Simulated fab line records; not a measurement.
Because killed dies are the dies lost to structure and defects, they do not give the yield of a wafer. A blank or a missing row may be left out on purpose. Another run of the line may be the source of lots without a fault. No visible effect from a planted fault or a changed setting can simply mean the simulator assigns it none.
Struck lot and sound lot, side by side :: flow nandHarc :: 17 out of 1302 route steps
Sound: the wafers L584.1, L584.2, L584.3. The struck wafers were L574.3, L574.4, L574.6. Last of all comes the cause.
Each step with rows lists, per side, the tool, then ch with its chambers, then its first start. Under that, the readings that differ: sound wafers :: struck wafers :: difference of the means :: sigmas: that difference in standard deviations of wafers without a fault.
alike: readings with means less than 2 such deviations apart, plus words and numbers identical on both sides. not compared: withheld readings, readings lacking a value on some wafer, bounds such as >300 that could conceal the same value, and numbers that have no deviation in the record and whose values overlap.
The two part at a step that has a row with sigmas, a row that says differs or no value, or rows on one side only. Numbers that have no deviation but don't overlap get no sigmas and don't part them. A reading that every wafer of one side lacks parts them only if that side has two wafers or more.

first, 1 step without rows for these wafers: NHARC_A_BONDPAD_ETCH_34 (etches the open film in N2/H2, target depth 60 nm, overetch 18 nm, time 65.91 s).
NHARC_A_BONDPAD_ETCH_12: etches the open film in CHF3/O2, target depth 220 nm, time 110 s.
  sound on rieDiel-13 ch 0,1,2; struck on rieDiel-08 ch 0,1
  alike: drypumpMotorCurrentA, mfcArSccm, o2FlowSccm, oesProductAu, rfVppV, showerheadPlenumPTorr, throttleValvePct
  not compared: rfHoursCounterH
NHARC_A_BONDPAD_CD_MEAS_13:
  struck on cdSem-03, day 26 23:12; sound on cdSem-03, day 31 11:05
  alike: cdNm
then, 1 step without rows for these wafers: NHARC_A_BONDPAD_STRIP_15 (strips in O2).
NHARC_A_BONDPAD_ETCH_24: etches the open film in CF4/N2, target depth 30 nm, time 72.99 s.
  sound on rieDiel-08 ch 1,2,3; struck on rieDiel-13 ch 0,2,3
reading: showerheadPlenumPTorr (Torr)
sound: 2.56 2.61 2.46
struck: 2.69 2.80 2.67
difference: +0.18
sigmas: +2
  alike: drypumpMotorCurrentA, mfcArSccm, oesProductAu, rfVppV, throttleValvePct
  not compared: rfHoursCounterH
then, 1 step without rows for these wafers: NHARC_A_BONDPAD_STRIP_16 (strips in post etch residue remover, time 600 s).
NHARC_A_BONDPAD_DEGAS_25: time 60 s.
  struck on pvdSputter-03, day 26 23:50; sound on pvdSputter-02, day 31 11:43
  alike: heaterPowerW
then, 1 step without rows for these wafers: NHARC_A_BONDPAD_PRE_CLEAN_26 (time 30 s).
NHARC_A_BONDPAD_PVD_17: deposits TaN, target thk 5 nm, time 8.06 s.
  sound on pvdSputter-02; struck on pvdSputter-03
  alike: throttleValvePct
then, 2 steps without rows for these wafers: NHARC_A_BONDPAD_PVD_27 (deposits Cu, target thk 30 nm, time 20.49 s); NHARC_A_BONDPAD_ECD_18 (material Cu, target thk 400 nm).
NHARC_A_BONDPAD_ANNEAL_28: time 90 s.
  sound on rtpAnneal-01 ch 0, day 31 12:28; struck on rtpAnneal-01 ch 0, day 27 00:40
  alike: annealTempC, wafer_temp_C_max
NHARC_A_BONDPAD_CMP_19: polishes, t overpolish 30 s, cu recess touch 16 s, target thk 169.82 nm.
  sound on cmp-04 ch 0,2,3, day 31 12:49; struck on cmp-04 ch 0,1,3, day 27 00:56
  no value came back on the struck wafers for any of 5 readings (cuRecessTouchS (s), edgeZonePressureFrac and others); on the sound wafers cuRecessTouchS (s) reads 16 16 16
NHARC_A_BONDPAD_THK_MEAS_20: measures by xrf.
  struck on filmMetro-02, day 27 01:14; sound on filmMetro-01, day 31 13:08
reading: thkNm (nm)
sound: 170.8 169.3 171.0
struck: 396.3 399.4 395.7
difference: +226.8
sigmas: +99 or more
then, 1 step without rows for these wafers: NHARC_A_BONDPAD_SRD_21 (time 30 s, dry time 20 s).
NHARC_A_BONDPAD_INSPECT_23:
  struck on defectInspect-02, day 27 01:26; sound on defectInspect-02, day 31 13:20
reading: rawDefectCount
sound: 381 434 439
struck: 3214 3088 3195
difference: +2748
sigmas: +23
NHARC_END_SORT_01:
  the record has rows for the struck wafers here (prober-02 ch 0, day 28 10:37) and none for the sound ones

## WHERE THEY PART
At NHARC_A_BONDPAD_ETCH_24 first; at NHARC_END_SORT_01 last (within this record only).

WHY: whatever the simulator had introduced
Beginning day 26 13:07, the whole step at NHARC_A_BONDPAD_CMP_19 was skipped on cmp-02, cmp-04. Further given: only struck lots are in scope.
